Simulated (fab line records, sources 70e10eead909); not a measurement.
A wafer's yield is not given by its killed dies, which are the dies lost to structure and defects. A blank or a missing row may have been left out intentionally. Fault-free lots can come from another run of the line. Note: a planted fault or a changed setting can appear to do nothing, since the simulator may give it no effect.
fab line records | flow nandHarc
record: lots: 14 | wafers: 42 | lastDay: 33
route steps=1302 shown P_M2@338 P_BONDPAD@362
lots that met no fault: from a run of the same line without faults
startH: hours from the record's first day to the start of the lot's first wafer shown | waitH: hours since the lot's step before | " repeats the value in the row above | L1.1+2: one row covering several wafers at once | - no value, or no start given | * or withheld: withheld | < > ~ a bound
route shown NAME@n: NAME is a module with steps in the file, n the number in the route of the first one | usual: the fault-free wafers' mean and standard deviation | same: alike in all rows | chamber/n: place in a boat | sites: each site's reading | _std_site: standard deviation across them | _edge_site: mean of outer sites minus mean of inner sites | radiusMm: how far each site lies from the wafer's centre | mask NAME#n: copy n | behind: the most recent tool/chamber to have shaped the wafer | hold: reason for holding the lot/hours on hold/outcome of the hold | device: transistor that didn't switch, given as n, p or np | end of line: the tests these same wafers got at the end of their route | a step without rows: its recipe alone | killed: dies lost to structure and defects at the first sort, not the wafer's yield | map: the dies of a wafer, with x for killed, . for not killed, _ for no die there
set.NAME: the setting the step ran with; set.NAME@STEP: the setting that earlier step ran with | model.NAME: the simulator's own value behind a step, which no gauge read
route steps across a sampled set of lots; one table per step, one row per wafer
services: when a tool's chamber went out of use (startH, in hours from the record's first day, below 0 if earlier), for how many hours, and the reason
== steps ==
step: NHARC_P_M2_DEGAS_29
recipe: tempC: 250 | timeS: 60
usual: heaterPowerW: 323/34
lot.wafer | tool          | chamber | startH | waitH | heaterPowerW
L909.1    | pvdSputter-01 | -       | 135.97 | -     | 310
L909.5    | "             | -       | "      | "     | 317
L909.6    | "             | -       | "      | "     | 327
L911.3    | pvdSputter-03 | -       | 152.50 | -     | 377
L911.6    | "             | -       | "      | "     | 377
L911.5    | "             | -       | "      | "     | 301
L910.1    | pvdSputter-02 | -       | 152.96 | -     | 275
L910.6    | "             | -       | "      | "     | 400
L910.5    | "             | -       | "      | "     | 317
L912.4    | pvdSputter-02 | -       | 164.55 | -     | 322
L912.1    | "             | -       | "      | "     | 314
L912.6    | "             | -       | "      | "     | 393
L913.1    | pvdSputter-02 | -       | 169.53 | -     | 299
L913.4    | "             | -       | "      | "     | 387
L913.5    | "             | -       | "      | "     | 319
L914.1    | pvdSputter-01 | -       | 175.81 | -     | 313
L914.2    | "             | -       | "      | "     | 323
L914.5    | "             | -       | "      | "     | 313
L915.3    | pvdSputter-02 | -       | 189.46 | -     | 265
L915.4    | "             | -       | "      | "     | 393
L915.2    | "             | -       | "      | "     | 317
L924.1    | pvdSputter-03 | -       | 274.93 | -     | 333
L924.4    | "             | -       | "      | "     | 358
L924.6    | "             | -       | "      | "     | 330
L925.3    | pvdSputter-03 | -       | 288.30 | -     | 330
L925.6    | "             | -       | "      | "     | 333
L925.5    | "             | -       | "      | "     | 377
L928.2    | pvdSputter-01 | -       | 317.53 | -     | 305
L928.3    | "             | -       | "      | "     | 305
L928.1    | "             | -       | "      | "     | 341
L929.4    | pvdSputter-02 | -       | 329.20 | -     | 397
L929.5    | "             | -       | "      | "     | 314
L929.6    | "             | -       | "      | "     | 289
L930.4    | pvdSputter-03 | -       | 340.98 | -     | 368
L930.1    | "             | -       | "      | "     | 298
L930.2    | "             | -       | "      | "     | 335
L931.3    | pvdSputter-02 | -       | 361.91 | -     | 387
L931.4    | "             | -       | "      | "     | 261
L931.5    | "             | -       | "      | "     | 318
L932.4    | pvdSputter-02 | -       | 363.72 | -     | 386
L932.6    | "             | -       | "      | "     | 291
L932.5    | "             | -       | "      | "     | 270
step: NHARC_P_BONDPAD_PEB_07
recipe: pebTempC: 128 | pebTimeS: 80
usual: chillPlateTempC: 23.03/0.1 | exhaustPa: 44.8/0.82
lot.wafer | tool          | chamber | startH | waitH | chillPlateTempC | exhaustPa
L909.1    | lithoTrack-03 | 0       | 139.23 | 0.1   | 22.82           | 45.5
L909.5    | "             | 0       | "      | "     | 22.87           | 44.8
L909.6    | "             | 0       | "      | "     | 22.94           | 44.3
L911.3    | lithoTrack-07 | 0       | 155.62 | 0.1   | 23.00           | 44.3
L911.5    | "             | 0       | "      | "     | 22.91           | 44.5
L911.6    | "             | 0       | "      | "     | 22.87           | 45.8
L910.1    | lithoTrack-07 | 0       | 156.22 | 0.1   | 22.82           | 45.0
L910.5    | "             | 0       | "      | "     | 23.04           | 45.7
L910.6    | "             | 0       | "      | "     | 22.99           | 46.2
L912.1    | lithoTrack-03 | 0       | 167.69 | 0.1   | 23.00           | 46.6
L912.4    | "             | 0       | "      | "     | 23.08           | 44.8
L912.6    | "             | 0       | "      | "     | 23.04           | 44.2
L913.1    | lithoTrack-07 | 0       | 172.79 | 0.1   | 23.14           | 45.9
L913.4    | "             | 0       | "      | "     | 23.11           | 44.9
L913.5    | "             | 0       | "      | "     | 23.17           | 45.6
L914.1    | lithoTrack-02 | 0       | 179.06 | 0.1   | 23.07           | 44.5
L914.2    | "             | 0       | "      | "     | 22.92           | 45.9
L914.5    | "             | 0       | "      | "     | 22.90           | 44.6
L915.2    | lithoTrack-03 | 0       | 192.70 | 0.1   | 23.03           | 44.0
L915.3    | "             | 0       | "      | "     | 23.03           | 44.6
L915.4    | "             | 0       | "      | "     | 23.19           | 44.8
L924.1    | lithoTrack-02 | -       | 278.06 | 0.1   | -               | -
L924.4    | "             | -       | "      | "     | -               | -
L924.6    | "             | -       | "      | "     | -               | -
L925.3    | lithoTrack-07 | -       | 291.51 | 0.1   | -               | -
L925.5    | "             | -       | "      | "     | -               | -
L925.6    | "             | -       | "      | "     | -               | -
L928.1    | lithoTrack-02 | 0       | 320.77 | 0.1   | 22.91           | 45.5
L928.2    | "             | 0       | "      | "     | 23.06           | 45.1
L928.3    | "             | 0       | "      | "     | 23.05           | 45.5
L929.4    | lithoTrack-02 | 0       | 332.32 | 0.0   | 22.97           | 44.3
L929.5    | "             | 0       | "      | "     | 23.01           | 43.7
L929.6    | "             | 0       | "      | "     | 22.91           | 43.1
L930.1    | lithoTrack-03 | 0       | 344.23 | 0.1   | 22.92           | 45.8
L930.2    | "             | 0       | "      | "     | 23.12           | 44.2
L930.4    | "             | 0       | "      | "     | 23.04           | 44.1
L931.3    | lithoTrack-07 | 0       | 365.35 | 0.1   | 22.88           | 45.1
L931.4    | "             | 0       | "      | "     | 23.15           | 44.6
L931.5    | "             | 0       | "      | "     | 22.96           | 43.9
L932.4    | lithoTrack-07 | 0       | 367.25 | 0.0   | 23.12           | 45.0
L932.5    | "             | 0       | "      | "     | 23.19           | 44.1
L932.6    | "             | 0       | "      | "     | 23.07           | 45.4
step: NHARC_P_BONDPAD_CD_MEAS_09
recipe: targetCdNm: 500 | landingEnergyEv: 500
usual: cdNm: 500.7/1.6
lot.wafer | tool     | chamber | startH | waitH | cdNm
L909.1    | cdSem-03 | 0       | 139.31 | -     | 503.2
L909.5    | "        | 0       | "      | "     | 502.0
L909.6    | "        | 0       | "      | "     | 504.1
L911.3    | cdSem-02 | 0       | 155.71 | -     | 503.3
L911.5    | "        | 0       | "      | "     | 499.6
L911.6    | "        | 0       | "      | "     | 501.6
L910.1    | cdSem-02 | 0       | 156.30 | -     | 504.9
L910.5    | "        | 0       | "      | "     | 501.9
L910.6    | "        | 0       | "      | "     | 502.0
L912.1    | cdSem-01 | 0       | 167.78 | -     | 502.9
L912.4    | "        | 0       | "      | "     | 502.1
L912.6    | "        | 0       | "      | "     | 500.6
L913.1    | cdSem-03 | 0       | 172.87 | -     | 502.3
L913.4    | "        | 0       | "      | "     | 498.6
L913.5    | "        | 0       | "      | "     | 501.7
L914.1    | cdSem-03 | 0       | 179.15 | -     | 501.1
L914.2    | "        | 0       | "      | "     | 499.8
L914.5    | "        | 0       | "      | "     | 500.2
L915.2    | cdSem-03 | 0       | 192.78 | -     | 499.5
L915.3    | "        | 0       | "      | "     | 496.8
L915.4    | "        | 0       | "      | "     | 498.2
L924.1    | cdSem-02 | 0       | 278.14 | -     | -
L924.4    | "        | 0       | "      | "     | -
L924.6    | "        | 0       | "      | "     | -
L925.3    | cdSem-01 | 0       | 291.60 | -     | -
L925.5    | "        | 0       | "      | "     | -
L925.6    | "        | 0       | "      | "     | -
L928.1    | cdSem-01 | 0       | 320.85 | -     | 498.6
L928.2    | "        | 0       | "      | "     | 500.6
L928.3    | "        | 0       | "      | "     | 501.3
L929.4    | cdSem-03 | 0       | 332.41 | -     | 502.4
L929.5    | "        | 0       | "      | "     | 500.5
L929.6    | "        | 0       | "      | "     | 502.0
L930.1    | cdSem-03 | 0       | 344.31 | -     | 499.3
L930.2    | "        | 0       | "      | "     | 497.6
L930.4    | "        | 0       | "      | "     | 500.4
L931.3    | cdSem-03 | 0       | 365.44 | -     | 500.7
L931.4    | "        | 0       | "      | "     | 498.3
L931.5    | "        | 0       | "      | "     | 500.5
L932.4    | cdSem-03 | 0       | 367.34 | -     | 500.8
L932.5    | "        | 0       | "      | "     | 502.2
L932.6    | "        | 0       | "      | "     | 499.4
step: NHARC_P_BONDPAD_DESCUM_11
recipe: timeS: 3 | o2FlowSccm: 200 | arFlowSccm: 0 | biasPowerW: 0 | chemistry: O2
usual: drypumpMotorCurrentA: 5.8/0.52 | o2FlowSccm: 200.0/0.64 | oesProductAu: 0.999/0.0097 | rfVppV: 57.9/0.98 | showerheadPlenumPTorr: 1.93/0.073 | throttleValvePct: 11.312/0.0083
lot.wafer | tool       | chamber | startH | waitH | drypumpMotorCurrentA | o2FlowSccm | oesProductAu | rfHoursCounterH | rfVppV | showerheadPlenumPTorr | throttleValvePct
L909.1    | rieDiel-04 | 3       | 139.54 | -     | 5.8                  | 200.4      | 0.993        | 8.4             | 60.5   | 2.02                  | 11.306
L909.6    | "          | 1       | "      | "     | 5.8                  | 200.2      | 0.982        | -               | 59.2   | 2.03                  | 11.322
L909.5    | "          | 2       | "      | "     | 5.5                  | 199.5      | 0.996        | -               | 57.1   | 1.91                  | 11.317
L911.3    | rieDiel-09 | 1       | 155.92 | -     | 5.8                  | 200.1      | 1.013        | 0               | 56.4   | 1.83                  | 11.309
L911.6    | "          | 1       | "      | "     | 5.8                  | 200.0      | 1.012        | -               | 56.8   | 1.83                  | 11.320
L911.5    | "          | 2       | "      | "     | 5.7                  | 201.6      | 0.996        | -               | 57.3   | 1.86                  | 11.311
L910.1    | rieDiel-12 | 0       | 156.53 | -     | 6.3                  | 200.4      | 0.999        | 1.5             | 56.6   | 1.81                  | 11.308
L910.6    | "          | 2       | "      | "     | 6.4                  | 200.3      | 1.000        | -               | 58.7   | 1.93                  | 11.321
L910.5    | "          | 3       | "      | "     | 5.2                  | 200.3      | 1.015        | -               | 57.7   | 1.88                  | 11.320
L912.1    | rieDiel-12 | 3       | 167.99 | -     | 5.2                  | 199.5      | 1.006        | 1.9             | 59.2   | 1.88                  | 11.306
L912.4    | "          | 2       | "      | "     | 6.4                  | 201.3      | 0.987        | 1.7             | 55.0   | 1.92                  | 11.322
L912.6    | "          | 3       | "      | "     | 5.2                  | 199.6      | 1.001        | -               | 57.9   | 1.88                  | 11.314
L913.1    | rieDiel-12 | 0       | 173.08 | -     | 6.2                  | 199.9      | 0.990        | 2.2             | 57.9   | 1.81                  | 11.306
L913.4    | "          | 3       | "      | "     | 5.2                  | 200.1      | 0.993        | 2.0             | 57.7   | 1.88                  | 11.326
L913.5    | "          | 1       | "      | "     | 5.1                  | 199.2      | 1.003        | -               | 58.1   | 1.98                  | 11.305
L914.1    | rieDiel-12 | 1       | 179.37 | -     | 5.1                  | 200.5      | 1.000        | 2.3             | 58.3   | 1.98                  | 11.312
L914.2    | "          | 3       | "      | "     | 5.2                  | 200.0      | 0.995        | 2.2             | 58.3   | 1.88                  | 11.319
L914.5    | "          | 0       | "      | "     | 6.3                  | 200.0      | 0.990        | -               | 57.4   | 1.81                  | 11.308
L915.3    | rieDiel-04 | 3       | 192.99 | -     | 5.7                  | 200.0      | 0.982        | 0.1             | 59.3   | 2.02                  | 11.317
L915.4    | "          | 0       | "      | "     | 6.5                  | 199.0      | 0.985        | 0.1             | 59.1   | 2.01                  | 11.298
L915.2    | "          | 1       | "      | "     | 5.8                  | 200.9      | 0.997        | 0.2             | 57.8   | 2.02                  | 11.320
L924.1    | rieDiel-09 | 0       | 278.36 | -     | 5.5                  | 201.1      | 0.988        | 7.5             | 58.9   | 1.98                  | 11.314
L924.4    | "          | 3       | "      | "     | 5.1                  | 200.1      | 0.974        | 8.4             | 57.4   | 1.90                  | 11.310
L924.6    | "          | 0       | "      | "     | 5.5                  | 200.0      | 1.000        | -               | 58.6   | 1.98                  | 11.309
L925.3    | rieDiel-12 | 0       | 291.81 | -     | 6.3                  | 200.2      | 0.996        | 0.5             | 57.5   | 1.81                  | 11.304
L925.6    | "          | 0       | "      | "     | 6.3                  | 200.6      | 0.995        | -               | 57.6   | 1.81                  | 11.320
L925.5    | "          | 1       | "      | "     | 5.1                  | 200.9      | 0.993        | -               | 57.9   | 1.98                  | 11.318
L928.2    | rieDiel-04 | 0       | 321.07 | -     | 6.5                  | 199.4      | 1.002        | 5.7             | 58.3   | 2.00                  | 11.312
L928.3    | "          | 1       | "      | "     | 5.7                  | 199.9      | 1.010        | 5.9             | 58.3   | 2.02                  | 11.326
L928.1    | "          | 2       | "      | "     | 5.5                  | 200.2      | 1.013        | 6.2             | 57.4   | 1.91                  | 11.292
L929.4    | rieDiel-12 | 0       | 332.63 | -     | 6.3                  | 200.0      | 1.009        | 2.1             | 57.5   | 1.81                  | 11.305
L929.5    | "          | 2       | "      | "     | 6.4                  | 200.2      | 1.010        | -               | 57.1   | 1.92                  | 11.317
L929.6    | "          | 3       | "      | "     | 5.2                  | 199.0      | 1.005        | -               | 59.1   | 1.87                  | 11.306
L930.1    | rieDiel-12 | 1       | 344.52 | -     | 5.1                  | 198.8      | 0.995        | 2.3             | 58.6   | 1.97                  | 11.310
L930.2    | "          | 3       | "      | "     | 5.2                  | 199.9      | 1.001        | 1.8             | 57.9   | 1.88                  | 11.325
L930.4    | "          | 0       | "      | "     | 6.3                  | 200.1      | 1.004        | 2.2             | 59.0   | 1.81                  | 11.317
L931.4    | rieDiel-04 | 0       | 365.68 | -     | 6.5                  | 198.0      | 0.980        | 0               | 58.8   | 2.00                  | 11.310
L931.3    | "          | 1       | "      | "     | 5.7                  | 200.3      | 1.005        | 0               | 59.2   | 2.02                  | 11.315
L931.5    | "          | 0       | "      | "     | 6.5                  | 199.1      | 0.987        | -               | 59.1   | 2.00                  | 11.313
L932.4    | rieDiel-04 | 1       | 367.56 | -     | 5.7                  | 199.5      | 0.994        | 0.1             | 58.4   | 2.02                  | 11.320
L932.5    | "          | 3       | "      | "     | 5.8                  | 200.5      | 0.979        | -               | 58.2   | 2.02                  | 11.304
L932.6    | "          | 0       | "      | "     | 6.5                  | 200.7      | 0.991        | -               | 58.2   | 2.00                  | 11.321
== services ==
tool          | chamber | startH | hours | kind
pvdSputter-02 | -       | 125.57 | 0.9   | repair
rieDiel-09    | -       | 143.77 | 9.0   | pm
rieDiel-04    | -       | 161.75 | 1.0   | repair
pvdSputter-01 | -       | 168.36 | 1.5   | repair
pvdSputter-03 | -       | 170.09 | 10.0  | pm
rieDiel-04    | -       | 177.90 | 9.0   | pm
pvdSputter-03 | -       | 184.47 | 9.8   | repair
rieDiel-12    | 3       | 195.55 | 11.0  | repair
pvdSputter-01 | -       | 203.63 | 0.7   | repair
rieDiel-04    | -       | 219.88 | 0.2   | repair
pvdSputter-01 | -       | 226.00 | 10.0  | pm
lithoTrack-02 | -       | 227.00 | 7.0   | pm
rieDiel-12    | -       | 230.63 | 4.2   | repair
lithoTrack-07 | -       | 251.00 | 7.0   | pm
rieDiel-12    | -       | 268.42 | 9.0   | pm
rieDiel-04    | 3       | 274.83 | 8.4   | repair
lithoTrack-03 | -       | 275.00 | 7.0   | pm
pvdSputter-02 | -       | 282.04 | 10.0  | pm
pvdSputter-02 | -       | 294.78 | 8.7   | repair
rieDiel-12    | 3       | 313.86 | 5.0   | repair
pvdSputter-03 | -       | 348.09 | 10.0  | pm
rieDiel-04    | -       | 354.90 | 9.0   | pm
pvdSputter-03 | -       | 358.42 | 0.7   | repair
rieDiel-12    | 1       | 360.75 | 5.7   | repair
== key ==
firstSign: step: NHARC_P_BONDPAD_PEB_07 | reading: toolRecord | direction: missing
effect none on later readings
metAt NHARC_P_BONDPAD_PEB_07
struckLots L924,L925
laterRowsLeftOut L924.1,L924.4,L924.6,L925.3,L925.5,L925.6
sortLeftOut L924.1,L924.4,L924.6,L925.3,L925.5,L925.6
notActingAt NHARC_P_M2_DEGAS_29,NHARC_P_BONDPAD_CD_MEAS_09,NHARC_P_BONDPAD_DESCUM_11
onsetBetween 179.06 278.06
fault: kind: skippedStepWhole | tool: lithoTrack-02,lithoTrack-07 | chamber: - | onsetH: 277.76 | steps: NHARC_P_BONDPAD_PEB_07 | scope: struckLotsOnly
sortLeftOut: the simulated sort isn't trusted on such a fault, so these wafers' sort isn't shown, and their yield isn't known
laterRowsLeftOut: the simulator's readings of these wafers behind a module that went badly wrong aren't trusted and aren't shown, but for the sort
